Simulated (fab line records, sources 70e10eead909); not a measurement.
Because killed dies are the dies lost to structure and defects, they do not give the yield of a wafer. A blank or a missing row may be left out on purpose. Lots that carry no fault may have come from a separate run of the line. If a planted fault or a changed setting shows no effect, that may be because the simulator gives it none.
fab line records	flow nand-harc
record lots=5	wafers=15	last-day=25
route steps=1159 shown P_GATE@126 END@1159
lots that met no fault: from a run of the same line without faults
start-h: hours from the record's opening day to when the first of the lot's shown wafers began	wait-h: time in hours since the lot's previous step	" identical to the entry in the row above	L1.1+2: several wafers, shown together as one row	- no value present, or no start provided	* or withheld: withheld	< > ~ a bound
route shown NAME@n: NAME is a module with steps in the file, n the number in the route of the first one	usual: mean/standard deviation of fault-free wafers	same: alike in all rows	chamber/n: place in a boat	sites: the reading at each site	_std_site: standard deviation of those values	_edge_site: inner sites' mean taken away from outer sites' mean	radius-mm: how far each site lies from the wafer's centre	mask NAME#n: copy n	behind: tool/chamber where the wafer was last shaped	hold: why the lot went on hold/how many hours it stayed there/how the hold came to an end	device: the n, p or np transistor that did not switch	end of line: at the end of the route, the tests of the same wafers	for a step that has no rows: nothing shown but its recipe	killed: the dies lost at the first sort to structure and to defects; this is not the yield of the wafer	map: a wafer's dies, x killed, . not, _ none there
set.NAME: setting as actually run; set.NAME@STEP: the setting as run at that earlier step	model.NAME: the simulator's own value behind a step, which no gauge read
certain route steps with their lots: each step a table, each wafer a row
services: the hour from which a tool's chamber was out of use, counted from the record's first day as start-h (under 0 if before that day), plus the number of hours and why
## steps
# step NHARC_P_GATE_STRIP_15
# recipe time-s=780	temp-c=130	chemistry=SPM
# step NHARC_P_GATE_PRECLEAN_71
# recipe time-s=*	temp-c=50	bath-age-min=0	chemistry=SC1
# step NHARC_P_GATE_SRD_72
# step NHARC_P_GATE_OXIDE_16
# recipe target-thk-a=30	temp-c=875	ox-time-s=392	material=SiO2
# step NHARC_P_GATE_CVD_17
# recipe target-thk-a=1500	temp-c=620	time-s=900	material=poly-Si
# step NHARC_P_GATE_HM_DEP_102
# recipe target-thk-a=1200	temp-c=400	material=aC
# usual throttle-valve-pct=35.000/0.01
lot.wafer	tool	chamber	start-h	wait-h	throttle-valve-pct
L102.3	acl-dep-03	0	102.64	0.6	34.997
L102.4	"	0	"	"	34.991
L102.6	"	0	"	"	35.001
L104.1	acl-dep-03	0	112.39	0.4	34.983
L104.3	"	0	"	"	34.992
L104.6	"	0	"	"	35.014
L116.3	acl-dep-01	0	182.62	2.2	35.013
L116.4	"	0	"	"	34.991
L116.5	"	0	"	"	34.972
L117.1	acl-dep-02	0	188.46	1.0	35.019
L117.5	"	0	"	"	35.015
L117.6	"	0	"	"	35.019
L123.1	acl-dep-02	0	228.26	3.2	34.997
L123.4	"	0	"	"	35.020
L123.5	"	0	"	"	35.004
# step NHARC_P_GATE_DEP_103
# recipe target-thk-a=300	target-thk-nm=30	temp-c=400	flow-sccm=200	rf-w=350	material=SiON
# usual heater-power-w=767/74
lot.wafer	tool	chamber	start-h	wait-h	heater-power-w
L102.3	pecvd-04	1	103.11	0.4	721
L102.6	"	0	"	"	734
L102.4	"	2	"	"	832
L104.1	pecvd-04	0	113.26	0.8	840
L104.3	"	1	"	"	688
L104.6	"	0	"	"	850
L116.3	pecvd-03	0	183.10	0.4	854
L116.4	"	0	"	"	869
L116.5	"	1	"	"	813
L117.1	pecvd-03	1	189.22	0.7	720
L117.6	"	1	"	"	703
L117.5	"	0	"	"	867
L123.1	pecvd-03	2	228.93	0.6	749
L123.5	"	2	"	"	751
L123.4	"	0	"	"	797
# step NHARC_P_GATE_DEHYDRATE_18
# recipe temp-c=150	time-s=120
# step NHARC_P_GATE_HMDS_19
# recipe time-s=30
# step NHARC_P_GATE_COAT_20
# recipe spin-rpm=1500	resist-thk-nm=90
# step NHARC_P_GATE_SOFTBAKE_21
# recipe temp-c=105	time-s=55
# step NHARC_P_GATE_EBR_22
# step NHARC_P_GATE_EXPOSE_23
# recipe na=1.35	target-cd-nm=120	dose-mj=93.91	mask-id=P_GATE
lot.wafer	tool	chamber	start-h	wait-h	mask
L102.3+4+6	arfi-scanner-01	0	103.50	-	P_GATE#0
L104.1+3+6	arfi-scanner-02	0	113.77	-	P_GATE_R1#0
L116.3+4+5	arfi-scanner-01	0	183.62	-	P_GATE#0
L117.1+5+6	arfi-scanner-02	0	189.76	-	P_GATE#0
L123.1+4+5	arfi-scanner-02	0	229.48	-	P_GATE#0
# step NHARC_P_GATE_PEB_24
# recipe peb-temp-c=100	peb-time-s=65
# step NHARC_P_GATE_DEVELOP_25
# recipe develop-time-s=35	dev-temp-c=23
# step NHARC_P_GATE_CD_MEAS_26
# recipe target-cd-nm=120	landing-energy-ev=500
# usual cd-nm=119.8/0.67
lot.wafer	tool	chamber	start-h	wait-h	cd-nm
L102.3	cd-sem-02	0	103.63	-	120.8
L102.4	"	0	"	"	121.0
L102.6	"	0	"	"	120.1
L104.1	cd-sem-01	0	113.91	-	115.1
L104.3	"	0	"	"	115.2
L104.6	"	0	"	"	115.0
L116.3	cd-sem-02	0	183.76	-	120.4
L116.4	"	0	"	"	120.6
L116.5	"	0	"	"	120.4
L117.1	cd-sem-02	0	189.90	-	120.7
L117.5	"	0	"	"	119.7
L117.6	"	0	"	"	119.2
L123.1	cd-sem-01	0	229.62	-	121.5
L123.4	"	0	"	"	120.3
L123.5	"	0	"	"	120.3
# step NHARC_P_GATE_OVL_MEAS_27
# usual overlay-x-nm=0.0/0.91	overlay-y-nm=0.2/1
lot.wafer	tool	chamber	start-h	wait-h	overlay-x-nm	overlay-y-nm
L102.3	overlay-02	-	103.73	-	-0.7	2.1
L102.4	"	-	"	"	-0.7	1.4
L102.6	"	-	"	"	-1.3	2.7
L104.1	overlay-01	-	113.99	-	-0.1	-0.4
L104.3	"	-	"	"	0.0	-0.1
L104.6	"	-	"	"	0.1	-0.1
L116.3	overlay-01	-	183.84	-	1.6	-0.3
L116.4	"	-	"	"	1.4	-0.5
L116.5	"	-	"	"	1.9	-0.5
L117.1	overlay-02	-	189.98	-	0.5	-1.6
L117.5	"	-	"	"	0.7	-1.6
L117.6	"	-	"	"	-0.6	-1.2
L123.1	overlay-01	-	229.70	-	1.2	0.8
L123.4	"	-	"	"	0.9	0.8
L123.5	"	-	"	"	1.2	0.6
# step NHARC_P_GATE_INSPECT_28
# usual raw-defect-count=7/3.1
lot.wafer	tool	chamber	start-h	wait-h	raw-defect-count
L102.3	defect-inspect-01	-	103.77	0.0	7
L102.4	"	-	"	"	5
L102.6	"	-	"	"	6
L104.1	defect-inspect-01	-	114.03	0.0	4
L104.3	"	-	"	"	10
L104.6	"	-	"	"	6
L116.3	defect-inspect-01	-	183.88	0.0	1
L116.4	"	-	"	"	3
L116.5	"	-	"	"	5
L117.1	defect-inspect-02	-	190.02	0.0	5
L117.5	"	-	"	"	2
L117.6	"	-	"	"	3
L123.1	defect-inspect-01	-	229.74	0.0	11
L123.4	"	-	"	"	8
L123.5	"	-	"	"	5
# step NHARC_P_GATE_DESCUM_31
# recipe time-s=3	o2-flow-sccm=200	ar-flow-sccm=0	bias-power-w=0	chemistry=O2
# usual drypump-motor-current-A=5.6/0.44	oes-product-au=1.000/0.013	rf-vpp-V=57.6/0.95	showerhead-plenum-p-Torr=1.89/0.1	throttle-valve-pct=11.310/0.0088
lot.wafer	tool	chamber	start-h	wait-h	drypump-motor-current-A	oes-product-au	rf-hours-counter-h	rf-vpp-V	showerhead-plenum-p-Torr	throttle-valve-pct	model.P_GATE.cd-nm
L102.4	rie-diel-01	0	103.83	0.1	5.9	0.981	42	57.7	1.78	11.301	120.4
L102.3	"	2	"	"	6.4	1.002	43	58.5	2.05	11.307	120.9
L102.6	"	0	"	"	5.9	0.994	-	57.3	1.78	11.305	120
L104.1	rie-diel-01	1	114.11	0.1	5.2	0.983	44	57.4	1.77	11.306	115.4
L104.3	"	2	"	"	6.3	1.003	45	57.2	2.05	11.315	115.6
L104.6	"	3	"	"	5.0	1.004	-	58.3	2.02	11.308	115.1
L116.3	rie-diel-13	2	183.96	0.1	5.8	0.986	16	58.6	1.78	11.311	120.4
L116.4	"	3	"	"	4.8	1.013	16	57.8	1.77	11.289	120.9
L116.5	"	1	"	"	5.9	1.000	-	57.6	2.01	11.307	121.2
L117.1	rie-diel-03	2	190.11	0.1	5.5	1.005	53	58.1	1.97	11.315	120.8
L117.5	"	3	"	"	5.6	1.003	-	56.8	1.90	11.313	119.5
L117.6	"	0	"	"	5.7	0.983	-	58.1	1.97	11.315	118.2
L123.1	rie-diel-03	3	229.80	0.1	5.6	0.994	1	57.9	1.90	11.332	121.9
L123.4	"	1	"	"	5.7	1.009	1	56.5	1.86	11.316	121.5
L123.5	"	0	"	"	5.7	1.010	-	58.8	1.96	11.307	119.9
# step NHARC_P_GATE_ETCH_104
# recipe target-depth-a=600	time-s=withheld	cf4-flow-sccm=100	chf3-flow-sccm=30	ar-flow-sccm=0	rf-w=500	bias-w=200	chemistry=CF4/CHF3
# usual cf4-flow-sccm=100.05/0.28	drypump-motor-current-A=5.7/0.43	oes-product-au=0.944/0.024	rf-vpp-V=370.0/2.8	showerhead-plenum-p-Torr=1.56/0.082	throttle-valve-pct=16.802/0.0093
lot.wafer	tool	chamber	start-h	wait-h	cf4-flow-sccm	drypump-motor-current-A	oes-product-au	rf-vpp-V	showerhead-plenum-p-Torr	throttle-valve-pct
L102.3	rie-diel-01	2	103.91	0.1	99.80	6.3	0.969	373.2	1.68	16.794
L102.4	"	1	"	"	100.07	5.2	0.938	367.2	1.47	16.823
L102.6	"	3	"	"	100.04	5.0	0.969	372.9	1.66	16.809
L104.1	rie-diel-01	2	114.18	0.1	100.49	6.3	0.919	373.7	1.68	16.800
L104.3	"	3	"	"	100.01	5.0	0.932	373.0	1.66	16.811
L104.6	"	2	"	"	99.76	6.3	0.912	374.8	1.68	16.804
L116.3	rie-diel-13	2	184.22	0.3	100.32	5.8	0.941	368.1	1.47	16.809
L116.4	"	0	"	"	99.94	6.1	0.958	367.9	1.51	16.803
L116.5	"	1	"	"	100.29	5.9	0.936	372.1	1.65	16.814
L117.1	rie-diel-03	0	190.22	0.1	99.98	5.7	0.943	372.0	1.61	16.795
L117.5	"	3	"	"	100.06	5.6	0.956	371.5	1.57	16.809
L117.6	"	0	"	"	99.44	5.7	0.940	370.6	1.61	16.795
L123.1	rie-diel-03	0	229.89	0.1	99.91	5.7	0.975	371.6	1.61	16.798
L123.4	"	1	"	"	100.01	5.6	0.980	369.0	1.54	16.809
L123.5	"	0	"	"	100.20	5.7	0.972	370.9	1.61	16.806
# step NHARC_P_GATE_HM_OPEN_105
# recipe target-depth-a=3600	o2-flow-sccm=400	cos-flow-sccm=20	ar-flow-sccm=0	rf-w=500	bias-w=300	chemistry=O2/COS
# usual drypump-motor-current-A=5.6/0.44	oes-product-au=1.002/0.013	rf-vpp-V=466/3.6	showerhead-plenum-p-Torr=3.08/0.16	throttle-valve-pct=28.330/0.0093
lot.wafer	tool	chamber	start-h	wait-h	drypump-motor-current-A	oes-product-au	rf-hours-counter-h	rf-vpp-V	showerhead-plenum-p-Torr	throttle-valve-pct
L102.4	rie-diel-01	0	-	-	5.8	0.992	42	464	2.92	28.333
L102.3	"	1	"	"	5.2	0.978	41	463	2.91	28.340
L102.6	"	0	"	"	5.8	0.985	-	463	2.92	28.326
L104.3	rie-diel-01	0	-	-	5.8	1.001	45	462	2.92	28.328
L104.1	"	1	"	"	5.2	0.984	44	461	2.91	28.328
L104.6	"	0	"	"	5.8	0.986	-	462	2.92	28.305
L116.3	rie-diel-13	2	-	-	5.8	0.999	17	463	2.92	28.334
L116.4	"	1	"	"	5.9	1.006	14	471	3.27	28.329
L116.5	"	3	"	"	4.8	1.019	-	463	2.90	28.328
L117.1	rie-diel-03	0	-	-	5.7	0.988	55	469	3.20	28.331
L117.6	"	0	"	"	5.7	0.988	-	468	3.20	28.337
L117.5	"	1	"	"	5.7	1.020	-	466	3.05	28.313
L123.4	rie-diel-03	2	-	-	5.5	1.016	1	471	3.21	28.336
L123.1	"	1	"	"	5.7	1.006	1	467	3.05	28.317
L123.5	"	2	"	"	5.5	1.020	-	469	3.21	28.318
# step NHARC_P_GATE_STRIP_106
# recipe o2-flow-sccm=400	cos-flow-sccm=20	ar-flow-sccm=0	bias-w=0	chemistry=O2/COS
# step NHARC_P_GATE_ETCH_114
# recipe target-depth-a=300	overetch-a=30	time-s=16.5	ion-energy-ev=100	cf4-flow-sccm=80	o2-flow-sccm=20	ar-flow-sccm=0	rf-w=300	bias-w=100	chemistry=CF4/O2
# usual cf4-flow-sccm=80.00/0.24	drypump-motor-current-A=5.6/0.44	oes-product-au=1.002/0.014	rf-vpp-V=197.3/1.6	showerhead-plenum-p-Torr=1.31/0.071	throttle-valve-pct=13.397/0.009
lot.wafer	tool	chamber	start-h	wait-h	cf4-flow-sccm	drypump-motor-current-A	oes-product-au	rf-hours-counter-h	rf-vpp-V	showerhead-plenum-p-Torr	throttle-valve-pct	model.P_GATE.cd-nm
L102.4	rie-diel-01	3	-	-	80.16	5.1	1.003	42	199.5	1.41	13.405	118.7
L102.3	"	1	"	"	80.13	5.2	0.980	41	195.0	1.24	13.406	121.6
L102.6	"	3	"	"	79.69	5.1	1.007	-	199.1	1.41	13.402	119.4
L104.3	rie-diel-01	1	-	-	79.56	5.2	0.980	44	196.1	1.24	13.406	113
L104.1	"	2	"	"	80.28	6.3	0.994	46	199.5	1.43	13.410	113.8
L104.6	"	1	"	"	79.58	5.2	0.978	-	196.9	1.24	13.409	114
L116.4	rie-diel-13	0	-	-	79.82	6.1	1.024	16	197.0	1.28	13.396	119.2
L116.3	"	2	"	"	80.06	5.8	0.993	17	194.5	1.24	13.403	123.6
L116.5	"	0	"	"	79.78	6.1	1.023	-	199.1	1.28	13.399	124.3
L117.1	rie-diel-03	2	-	-	79.72	5.5	1.015	53	198.3	1.38	13.401	117.7
L117.6	"	2	"	"	80.00	5.5	1.015	-	200.2	1.38	13.384	114.2
L117.5	"	3	"	"	80.06	5.6	1.018	-	196.5	1.33	13.385	115.2
L123.4	rie-diel-03	2	-	-	80.02	5.5	1.026	1	199.3	1.37	13.389	123.7
L123.1	"	3	"	"	80.28	5.6	0.983	1	197.3	1.33	13.408	118.2
L123.5	"	0	"	"	80.24	5.7	1.018	-	199.2	1.37	13.405	121.4
# step NHARC_P_GATE_ETCH_32
# recipe target-depth-a=1500	over-etch-frac=1	over-etch-ion-energy-ev=40	time-s=100.1	hbr-flow-sccm=150	cl2-flow-sccm=50	rf-w=400	icp-w=400	bias-w=100	chemistry=HBr/Cl2
# usual drypump-motor-current-A=5.5/0.62	oes-product-au=0.994/0.014	throttle-valve-pct=26.406/0.009
lot.wafer	tool	chamber	start-h	wait-h	drypump-motor-current-A	oes-product-au	rf-hours-counter-h	throttle-valve-pct
L102.4	rie-si-05	3	104.29	-	4.9	0.973	0.4	26.412
L102.3	"	0	"	"	6.5	0.984	0.3	26.395
L102.6	"	0	"	"	6.4	0.996	-	26.390
L104.1	rie-si-02	3	114.70	-	6.6	0.976	0.5	26.394
L104.3	"	1	"	"	4.6	0.977	0.7	26.399
L104.6	"	3	"	"	6.6	0.980	-	26.394
L116.3	rie-si-02	1	184.59	-	4.6	0.996	1.4	26.406
L116.4	"	0	"	"	5.7	0.980	1.3	26.407
L116.5	"	1	"	"	4.6	0.996	-	26.414
L117.1	rie-si-05	1	190.62	-	5.6	1.015	1.0	26.403
L117.5	"	3	"	"	4.9	0.984	-	26.418
L117.6	"	0	"	"	6.5	0.990	-	26.424
L123.1	rie-si-01	2	230.28	-	6.4	0.996	0.9	26.414
L123.4	"	3	"	"	5.2	1.009	0.9	26.398
L123.5	"	1	"	"	5.1	1.002	-	26.408
# step NHARC_END_SORT_01
# recipe temp-c=25
# usual killed-at-array=27/10	killed-at-other=0.6/0.96	killed-at-periphery=3.4/2.7	killed-dies=31/10	killed-open=2.9/1.8	killed-short=1.8/1.4
# same gross-dies=677
lot.wafer	tool	chamber	start-h	wait-h	killed-at-array	killed-at-other	killed-at-periphery	killed-dies	killed-open	killed-short
L116.3	prober-02	0	532.92	3.1	19	3	0	22	2	2
L116.4	prober-02	0	533.71	3.4	22	2	1	25	4	2
# killed by level:class
L116.3 A_CHANNEL_HOLE_D1:chamber-film-flake=8 A_CONTACT:chamber-film-flake=5 THIN_TSV:chamber-film-flake=3 A_SOURCE_PLATE:geometric-particle:short=1 A_CHANNEL_FILL_D1:geometric-particle:short=1 A_STAIRCASE:geometric-particle:open=1 A_CONTACT:geometric-particle:open=1 A_STAIRCASE:chamber-film-flake=1
L116.4 A_CHANNEL_HOLE_D1:chamber-film-flake=10 A_CONTACT:geometric-particle:open=3 A_CONTACT:chamber-film-flake=3 A_WL_FILL:chamber-film-flake=2 THIN_TSV:chamber-film-flake=2 A_ONON_D1:geometric-particle:short=1 A_WL_FILL:geometric-particle:open=1 A_M0:geometric-particle:short=1
## services
tool	chamber	start-h	hours	kind
rie-si-05	1	80.66	9.5	repair
arfi-scanner-02	-	84.00	4.0	pm
pecvd-03	-	85.20	2.8	repair
rie-diel-03	3	95.70	5.2	repair
rie-diel-13	-	99.01	9.0	pm
pecvd-04	2	103.94	8.4	repair
pecvd-03	-	111.35	13.0	pm
rie-diel-03	3	114.22	4.6	repair
rie-diel-13	1	114.66	9.2	repair
arfi-scanner-01	-	120.47	0.5	repair
arfi-scanner-01	-	124.12	1.2	repair
rie-diel-01	0	125.14	5.7	repair
pecvd-03	-	128.65	8.3	repair
arfi-scanner-01	-	145.94	0.5	repair
rie-diel-01	-	146.45	9.0	pm
acl-dep-03	-	158.38	4.9	repair
acl-dep-02	-	169.99	13.0	pm
arfi-scanner-01	-	175.37	1.8	repair
rie-diel-13	-	187.65	0.8	repair
pecvd-04	-	195.25	13.0	pm
arfi-scanner-01	-	203.31	4.0	pm
arfi-scanner-02	-	211.19	1.5	repair
rie-diel-03	-	215.35	9.0	pm
rie-diel-01	3	215.88	9.7	repair
## key
first-sign step=NHARC_P_GATE_EXPOSE_23	reading=mask	direction=changed
effect step=NHARC_P_GATE_CD_MEAS_26	reading=cd-nm	direction=down	sigmas=6.9	usual=119.8	struck=115.1
model-effect step=NHARC_P_GATE_DESCUM_31	value=P_GATE.cd-nm	without=119.5	struck=115.4
model-effect step=NHARC_P_GATE_ETCH_114	value=P_GATE.cd-nm	without=117.7	struck=113.6
met-at NHARC_P_GATE_EXPOSE_23
struck-wafers L104.1,L104.3,L104.6
tester-left-out L104
fault kind=wrong-mask	tool=any	chamber=-	onset-h=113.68	steps=NHARC_P_GATE_EXPOSE_23	aux-copy=P_GATE_R1#0	cd-offset-nm=-4.1064	scope=struck-lots-only
# tester-left-out: of these lots the tester's yield and bins aren't shown, on N5 and GAA mostly nor the transistor test; their killed dies are dies lost to structure and defects alone, not to doping, threshold or leakage, so they don't give the yield
